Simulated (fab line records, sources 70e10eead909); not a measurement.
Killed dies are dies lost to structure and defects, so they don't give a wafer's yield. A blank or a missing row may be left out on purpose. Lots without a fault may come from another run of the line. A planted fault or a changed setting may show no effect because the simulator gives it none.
fab line records | flow nand_harc
record lots=12 wafers=36 last_day=32
route steps=1302 shown P_M0@284 P_M1@300 END@1302
lots that met no fault: from a run of the same line without faults
start_h: hours from the record's first day to the start of the lot's first wafer shown | wait_h: hours since the lot's step before | " the same as in the row above | L1.1+2: a row that stands for several wafers | - no value, or no start given | * or withheld: withheld | < > ~ a bound
route shown NAME@n: a module of which the file shows steps, and the number in the route of the first | usual: mean/standard deviation of fault-free wafers | same: alike in all rows | chamber/n: place in a boat | sites: the reading at each site | _std_site: their standard deviation | _edge_site: outer sites' mean less inner sites' | radius_mm: how far each site lies from the wafer's centre | mask NAME#n: copy n | behind: the tool/chamber that last shaped the wafer | hold: why the lot was held/for how many hours/how that ended | device: the transistor (n, p or np) that didn't switch | end of line: the same wafers' tests at the end of the route | a step without rows: its recipe alone | killed: dies lost to structure and defects at the first sort, not the wafer's yield | map: a wafer's dies, x killed, . not, _ none there
set.NAME: the setting as run; set.NAME@STEP: as run at that earlier step | model.NAME: the simulator's own value behind a step, which no gauge read
steps of the route over a sample of lots; a table a step, a row a wafer
services: from which hour (start_h, from the record's first day; less than 0 if before it) a tool's chamber was out of use, for how many hours, and why
## steps
# step NHARC_P_M0_DEP_32
# recipe target_thk_a=300 temp_c=370 target_thk_nm=30 pressure_torr=3 flow_sccm=200 rf_w=450 material=SiCN
# usual heater_power_outer_w=337/58 heater_power_w=595/97
# columns lot.wafer tool chamber start_h wait_h heater_power_outer_w heater_power_w
L136.3 pecvd-03 1 130.59 0.1 288 475
L136.2 " 2 " " 416 687
L136.4 " 1 " " 289 469
L137.2 pecvd-04 1 131.58 0.1 335 597
L137.5 " 2 " " 438 780
L137.6 " 0 " " 249 474
L139.2 pecvd-04 1 158.19 0.1 319 555
L139.3 " 2 " " 372 715
L139.4 " 2 " " 379 718
L140.3 pecvd-04 0 158.94 0.1 305 541
L140.6 " 0 " " 305 544
L140.4 " 1 " " 313 556
L148.1 pecvd-03 1 242.51 0.1 352 571
L148.6 " 2 " " 324 558
L148.4 " 1 " " 345 566
L149.1 pecvd-04 1 249.09 0.1 291 518
L149.6 " 0 " " 321 565
L149.4 " 1 " " 296 546
L154.3 pecvd-04 0 313.69 0.1 313 547
L154.1 " 1 " " 373 654
L154.5 " 1 " " 370 645
L155.3 pecvd-04 0 319.35 0.1 260 476
L155.2 " 1 " " 380 660
L155.6 " 1 " " 380 666
L156.1 pecvd-04 1 323.30 0.1 352 612
L156.3 " 2 " " 371 687
L156.4 " 2 " " 395 678
L158.3 pecvd-01 1 335.76 0.1 439 757
L158.6 " 0 " " 329 551
L158.5 " 1 " " 443 743
L157.3 pecvd-03 2 336.90 0.1 377 623
L157.2 " 0 " " 280 508
L157.5 " 1 " " 354 579
L159.1 pecvd-04 2 353.28 0.1 414 732
L159.3 " 0 " " 302 538
L159.4 " 0 " " 300 520
# step NHARC_P_M1_ETCH_15
# recipe target_depth_a=1825 time_s=91.2 c4f8_flow_sccm=withheld ar_flow_sccm=400 rf_w=600 bias_w=300 chemistry=C4F8/Ar
# usual oes_product_au=0.964/0.023 rf_vpp_V=439.3/2.2
# columns lot.wafer tool chamber start_h wait_h oes_product_au rf_hours_counter_h rf_vpp_V
L136.4 rie_diel-10 3 132.06 - 0.977 5 437.8
L136.3 " 0 " " 0.978 4 438.5
L136.2 " 1 " " 0.993 4 438.7
L137.2 rie_diel-10 1 133.25 - 0.971 5 439.3
L137.6 " 2 " " 0.999 - 438.3
L137.5 " 3 " " 1.007 - 437.6
L139.4 rie_diel-06 0 159.80 - 0.976 7 438.4
L139.2 " 1 " " 0.963 8 435.7
L139.3 " 2 " " 0.983 6 439.9
L140.4 rie_diel-06 2 160.55 - 0.976 6 440.7
L140.3 " 3 " " 0.956 5 436.8
L140.6 " 1 " " 0.987 - 437.8
L148.4 rie_diel-07 0 243.92 - 1.237 7 440.7
L148.1 " 2 " " 1.249 6 437.6
L148.6 " 3 " " 0.963 - 444.0
L149.4 rie_diel-07 2 250.65 - 1.180 6 437.5
L149.1 " 0 " " 1.224 7 441.3
L149.6 " 3 " " 0.922 - 443.3
L154.3 rie_diel-07 3 315.18 - 0.939 1 442.5
L154.1 " 1 " " 0.975 1 442.7
L154.5 " 2 " " 0.956 - 436.3
L155.3 rie_diel-10 0 320.90 - 0.984 6 439.6
L155.2 " 3 " " 0.969 6 437.0
L155.6 " 1 " " 0.979 - 439.4
L156.3 rie_diel-07 2 324.84 - 0.971 1 437.2
L156.1 " 0 " " 0.956 1 440.9
L156.4 " 1 " " 0.957 1 442.9
L158.3 rie_diel-07 3 337.33 - 0.955 2 443.2
L158.6 " 2 " " 0.951 - 438.2
L158.5 " 3 " " 0.945 - 443.3
L157.2 rie_diel-10 2 338.53 - 0.958 8 435.7
L157.3 " 3 " " 0.975 7 436.8
L157.5 " 1 " " 0.989 - 438.7
L159.3 rie_diel-10 1 354.89 - 0.963 10 440.1
L159.1 " 2 " " 0.972 10 438.9
L159.4 " 0 " " 0.936 9 439.4
# step NHARC_P_M1_DEGAS_29
# recipe temp_c=250 time_s=60
# usual heater_power_w=357/31
# columns lot.wafer tool chamber start_h wait_h heater_power_w
L136.2 pvd_sputter-01 - 132.92 - 389
L136.4 " - " " 360
L136.3 " - " " 329
L137.2 pvd_sputter-02 - 134.11 - 369
L137.5 " - " " 367
L137.6 " - " " 363
L139.3 pvd_sputter-02 - 160.63 - 357
L139.2 " - " " 369
L139.4 " - " " 404
L140.3 pvd_sputter-03 - 161.39 - 388
L140.4 " - " " 381
L140.6 " - " " 383
L148.1 pvd_sputter-01 - 244.77 - 367
L148.4 " - " " 382
L148.6 " - " " 366
L149.4 pvd_sputter-01 - 251.50 - 400
L149.1 " - " " 368
L149.6 " - " " 384
L154.3 pvd_sputter-01 - 316.01 - 363
L154.1 " - " " 313
L154.5 " - " " 376
L155.3 pvd_sputter-01 - 321.75 - 313
L155.2 " - " " 397
L155.6 " - " " 309
L156.1 pvd_sputter-01 - 325.70 - 365
L156.3 " - " " 392
L156.4 " - " " 375
L158.3 pvd_sputter-02 - 338.16 - 303
L158.6 " - " " 295
L158.5 " - " " 403
L157.3 pvd_sputter-03 - 339.37 - 305
L157.2 " - " " 373
L157.5 " - " " 358
L159.1 pvd_sputter-02 - 355.73 - 355
L159.3 " - " " 393
L159.4 " - " " 369
# step NHARC_P_M1_PVD_21
# recipe target_thk_a=300 chamber_pressure_pa=5 power_w=5000 substrate_temp_c=30 time_s=20.49 material=Cu
# usual cathode_dc_power_W=5000.0/0.92 throttle_valve_pct=29.9/1.2
# columns lot.wafer tool chamber start_h wait_h cathode_dc_power_W throttle_valve_pct
L136.4 pvd_sputter-01 - - - 4999.7 31.7
L136.2 " - " " 5002.4 28.3
L136.3 " - " " 5001.5 28.8
L137.2 pvd_sputter-02 - - - 4999.4 31.1
L137.6 " - " " 5000.1 29.5
L137.5 " - " " 5000.7 30.9
L139.3 pvd_sputter-02 - - - 4999.7 31.0
L139.4 " - " " 5000.3 31.0
L139.2 " - " " 4999.5 29.2
L140.4 pvd_sputter-03 - - - 4999.6 31.6
L140.3 " - " " 5000.0 28.2
L140.6 " - " " 5000.9 31.6
L148.1 pvd_sputter-01 - - - 5000.5 31.9
L148.4 " - " " 5000.6 29.8
L148.6 " - " " 5000.4 31.7
L149.1 pvd_sputter-01 - - - 4999.7 31.9
L149.4 " - " " 5000.1 27.8
L149.6 " - " " 4998.7 29.9
L154.1 pvd_sputter-01 - - - 5000.1 27.6
L154.3 " - " " 4999.6 29.3
L154.5 " - " " 4998.8 32.2
L155.2 pvd_sputter-01 - - - 4999.8 32.0
L155.3 " - " " 5002.1 28.7
L155.6 " - " " 5001.4 30.0
L156.4 pvd_sputter-01 - - - 5000.0 31.9
L156.3 " - " " 5000.3 27.7
L156.1 " - " " 5000.9 29.2
L158.3 pvd_sputter-02 - - - 5001.5 29.6
L158.6 " - " " 4999.2 31.7
L158.5 " - " " 4999.7 29.7
L157.3 pvd_sputter-03 - - - 5001.1 30.1
L157.2 " - " " 5000.2 29.2
L157.5 " - " " 4999.0 28.0
L159.4 pvd_sputter-02 - - - 5000.0 30.8
L159.3 " - " " 5000.4 29.7
L159.1 " - " " 5001.0 31.9
# step NHARC_END_SORT_01
# recipe temp_c=25
# usual defect_limited_yield=91.3/1.9 killed_at_array=54/12 killed_at_other=0.7/1.1 killed_at_periphery=3.9/2.8 killed_dies=59/13 killed_open=3.4/2 killed_short=2.5/1.7 sort_bin_2_pct=3.1/0.91 sort_bin_3_pct=0.6/0.34 sort_bin_4_pct=5.0/1.1 sort_n_pass=618/13 sort_rim_yield_pct=88/3.5 sort_yield_pct=91.3/1.9
# same gross_dies=677 sort_bin_5_pct[%]=0 sort_bin_6_pct[%]=0 sort_bin_7_pct[%]=0 sort_bin_8_pct[%]=0 sort_rim_n_gross=106.00
# columns lot.wafer tool chamber start_h wait_h defect_limited_yield[%] killed_at_array killed_at_other killed_at_periphery killed_dies killed_open killed_short sort_bin_2_pct[%] sort_bin_3_pct[%] sort_bin_4_pct[%] sort_n_pass sort_rim_yield_pct[%] sort_yield_pct[%]
L137.2 prober-01 0 570.45 2.8 86.4 89 0 3 92 3 4 3.8 1.3 8.4 585 83 86.4
L137.5 prober-01 0 572.81 3.6 88.5 73 0 5 78 2 4 4.9 0.6 6.1 599 85 88.5
L137.6 prober-01 0 573.60 3.9 87.4 82 0 3 85 2 1 4.9 1.0 6.6 592 80 87.4
L136.2 prober-01 0 578.14 2.8 92.6 44 1 5 50 6 5 2.4 0.4 4.6 627 92 92.6
L136.3 prober-01 0 578.94 3.1 91.6 49 1 7 57 8 4 2.1 0.1 6.2 620 92 91.6
L136.4 prober-01 0 579.74 3.4 92.0 48 1 5 54 7 2 2.4 0.3 5.3 623 89 92.0
L149.1 prober-02 0 680.23 2.5 94.2 38 0 1 39 2 3 1.6 0 4.1 638 96 94.2
L149.4 prober-02 0 682.61 3.4 92.3 44 4 4 52 3 5 2.5 0.6 4.6 625 92 92.3
L149.6 prober-02 0 684.19 4.0 94.7 30 0 6 36 3 2 1.6 0.1 3.5 641 88 94.7
L148.1 prober-01 0 680.27 2.5 89.4 68 0 4 72 6 3 3.7 0.6 6.4 605 86 89.4
L148.4 prober-01 0 682.69 3.4 87.7 81 0 2 83 9 2 4.6 0.7 6.9 594 82 87.7
L148.6 prober-01 0 684.31 4.0 90.0 67 0 1 68 4 0 3.2 0.9 5.9 609 84 90.0
L156.1 prober-02 0 765.04 2.5 92.8 46 0 3 49 4 2 3.1 0.7 3.4 628 89 92.8
L156.3 prober-02 0 766.64 3.1 90.3 60 1 5 66 5 4 3.2 0.7 5.8 611 83 90.3
L156.4 prober-02 0 767.44 3.4 88.6 75 0 2 77 5 3 5.0 0.9 5.5 600 82 88.6
# killed by level:class
L137.2 A_SLIT:chamber_film_flake=29 A_CHANNEL_HOLE_D1:chamber_film_flake=25 A_CHANNEL_HOLE_D2:chamber_film_flake=22 A_M0:chamber_film_flake=4 A_STAIRCASE:chamber_film_flake=3 P_GATE:geometric_particle:short=1 P_M1:geometric_particle:open=1 A_ONON_D1:geometric_particle:short=1
L137.5 A_CHANNEL_HOLE_D1:chamber_film_flake=23 A_CHANNEL_HOLE_D2:chamber_film_flake=20 A_SLIT:chamber_film_flake=18 A_CONTACT:chamber_film_flake=4 P_GATE:chamber_film_flake=2 A_STAIRCASE:chamber_film_flake=2 P_M0:geometric_particle:open=1 P_M2:geometric_particle:short=1
L137.6 A_CHANNEL_HOLE_D1:chamber_film_flake=27 A_CHANNEL_HOLE_D2:chamber_film_flake=26 A_SLIT:chamber_film_flake=17 A_M0:chamber_film_flake=3 A_CHANNEL_FILL_D2:chamber_film_flake=3 A_CONTACT:chamber_film_flake=2 P_M0:geometric_particle:open=1 A_CHANNEL_HOLE_D2:geometric_particle:short=1
L136.2 A_CHANNEL_HOLE_D2:chamber_film_flake=25 P_GATE:chamber_film_flake=4 A_CONTACT:chamber_film_flake=3 A_CHANNEL_FILL_D2:geometric_particle:short=2 A_BLC:geometric_particle:open=2 A_DECK1_JOINT:chamber_film_flake=2 A_WL_FILL:chamber_film_flake=2 P_M0:geometric_particle:short=1
L136.3 A_CHANNEL_HOLE_D2:chamber_film_flake=26 P_GATE:chamber_film_flake=4 A_DECK1_JOINT:chamber_film_flake=4 A_WL_FILL:chamber_film_flake=3 A_CHANNEL_HOLE_D2:geometric_particle:open=2 A_M0:geometric_particle:open=2 A_SLIT:chamber_film_flake=2 P_M0:geometric_particle:open=1
L136.4 A_CHANNEL_HOLE_D2:chamber_film_flake=26 A_STAIRCASE:chamber_film_flake=5 P_GATE:chamber_film_flake=4 A_WL_FILL:geometric_particle:open=3 A_DECK1_JOINT:chamber_film_flake=3 A_SLIT:chamber_film_flake=3 A_CONTACT:chamber_film_flake=2 P_M1:geometric_particle:open=1
L149.1 A_CHANNEL_HOLE_D2:chamber_film_flake=19 A_CHANNEL_HOLE_D1:chamber_film_flake=5 A_WL_FILL:chamber_film_flake=5 A_STAIRCASE:chamber_film_flake=3 A_CHANNEL_HOLE_D1:geometric_particle:short=1 A_CHANNEL_FILL_D2:geometric_particle:short=1 A_SGD_CUT:geometric_particle:open=1 A_WL_FILL:geometric_particle:short=1
L148.1 A_SLIT:chamber_film_flake=32 A_CHANNEL_HOLE_D1:chamber_film_flake=25 A_STAIRCASE:chamber_film_flake=5 A_ONON_D2:geometric_particle:open=2 P_M0:geometric_particle:short=1 P_M0:geometric_particle:open=1 P_M2:geometric_particle:short=1 P_M2:geometric_particle:open=1
L149.4 A_CHANNEL_HOLE_D2:chamber_film_flake=19 A_CHANNEL_HOLE_D1:chamber_film_flake=7 A_SLIT:chamber_film_flake=7 P_CONTACT:chamber_film_flake=3 THIN_TSV:chamber_film_flake=3 A_CHANNEL_FILL_D1:geometric_particle:short=2 A_STAIRCASE:chamber_film_flake=2 P_BONDPAD:geometric_particle:open=1
L148.4 A_SLIT:chamber_film_flake=36 A_CHANNEL_HOLE_D1:chamber_film_flake=28 A_STAIRCASE:chamber_film_flake=3 A_CHANNEL_FILL_D2:geometric_particle:open=2 A_SGD_CUT:geometric_particle:open=2 P_ZERO_WELL:chamber_film_flake=2 A_SOURCE_PLATE:geometric_particle:open=1 A_ONON_D1:geometric_particle:open=1
L149.6 A_CHANNEL_HOLE_D2:chamber_film_flake=13 A_CHANNEL_HOLE_D1:chamber_film_flake=6 P_CONTACT:chamber_film_flake=4 A_SLIT:chamber_film_flake=4 A_WL_FILL:chamber_film_flake=3 P_M1:geometric_particle:open=1 A_ONON_D1:geometric_particle:short=1 A_CHANNEL_HOLE_D1:geometric_particle:open=1
L148.6 A_SLIT:chamber_film_flake=31 A_CHANNEL_HOLE_D1:chamber_film_flake=23 A_STAIRCASE:chamber_film_flake=4 A_CONTACT:chamber_film_flake=3 A_WL_FILL:chamber_film_flake=2 A_CHANNEL_HOLE_D1:geometric_particle:open=1 A_CHANNEL_FILL_D1:geometric_particle:open=1 A_DECK1_JOINT:geometric_particle:open=1
L156.1 A_SLIT:chamber_film_flake=19 A_CHANNEL_HOLE_D2:chamber_film_flake=13 A_STAIRCASE:chamber_film_flake=5 A_CHANNEL_HOLE_D1:chamber_film_flake=3 A_ONON_D1:geometric_particle:open=2 P_CONTACT:geometric_particle:open=1 P_M1:geometric_particle:open=1 A_CHANNEL_FILL_D1:geometric_particle:short=1
L156.3 A_CHANNEL_HOLE_D1:chamber_film_flake=16 A_CHANNEL_HOLE_D2:chamber_film_flake=16 A_SLIT:chamber_film_flake=15 A_STAIRCASE:chamber_film_flake=4 A_DECK1_JOINT:chamber_film_flake=3 P_CONTACT:geometric_particle:open=2 P_M0:geometric_particle:short=1 P_M0:geometric_particle:open=1
L156.4 A_CHANNEL_HOLE_D2:chamber_film_flake=22 A_SLIT:chamber_film_flake=20 A_CHANNEL_HOLE_D1:chamber_film_flake=14 A_STAIRCASE:chamber_film_flake=7 A_CHANNEL_FILL_D2:chamber_film_flake=4 P_M1:geometric_particle:open=2 A_BONDPAD:chamber_film_flake=2 A_CHANNEL_FILL_D1:geometric_particle:open=1
## services
# columns tool chamber start_h hours kind
pvd_sputter-01 - 115.74 3.3 repair
rie_diel-07 - 117.20 9.0 pm
pvd_sputter-01 - 151.74 0.8 repair
pvd_sputter-03 - 170.00 10.0 pm
pecvd-03 - 185.67 13.0 pm
rie_diel-07 2 193.80 30.6 repair
pvd_sputter-02 - 198.33 7.1 repair
pecvd-03 - 200.93 1.3 repair
rie_diel-10 1 210.27 10.1 repair
rie_diel-07 1 223.24 3.7 repair
pvd_sputter-01 - 226.07 10.0 pm
pvd_sputter-03 - 237.53 10.7 repair
rie_diel-10 - 242.50 9.0 pm
rie_diel-10 3 264.24 5.9 repair
pecvd-04 - 269.12 13.0 pm
rie_diel-07 0 271.91 10.5 repair
rie_diel-10 0 275.42 4.9 repair
pvd_sputter-01 - 280.42 4.2 repair
pvd_sputter-02 - 282.00 10.0 pm
rie_diel-07 0 286.71 9.7 repair
rie_diel-10 - 292.27 0.9 repair
rie_diel-07 - 294.20 9.0 pm
pvd_sputter-01 - 297.18 9.8 repair
pvd_sputter-03 - 348.00 10.0 pm
## key
first_sign step=NHARC_P_M1_ETCH_15 reading=oes_product_au direction=up sigmas=11 usual=0.964 struck=1.223
effect none on later readings
met_at NHARC_P_M1_ETCH_15
struck_lots L148,L149
struck_wafers L148.1,L148.4,L149.1,L149.4
not_acting_at NHARC_P_M0_DEP_32,NHARC_P_M1_DEGAS_29,NHARC_P_M1_PVD_21
fault kind=process_parameter_drift tool=rie_diel-07 chamber=- onset_h=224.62 steps=NHARC_P_M1_ETCH_15 channel=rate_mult offset=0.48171 shape=step end_h=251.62 scope=struck_wafers_only
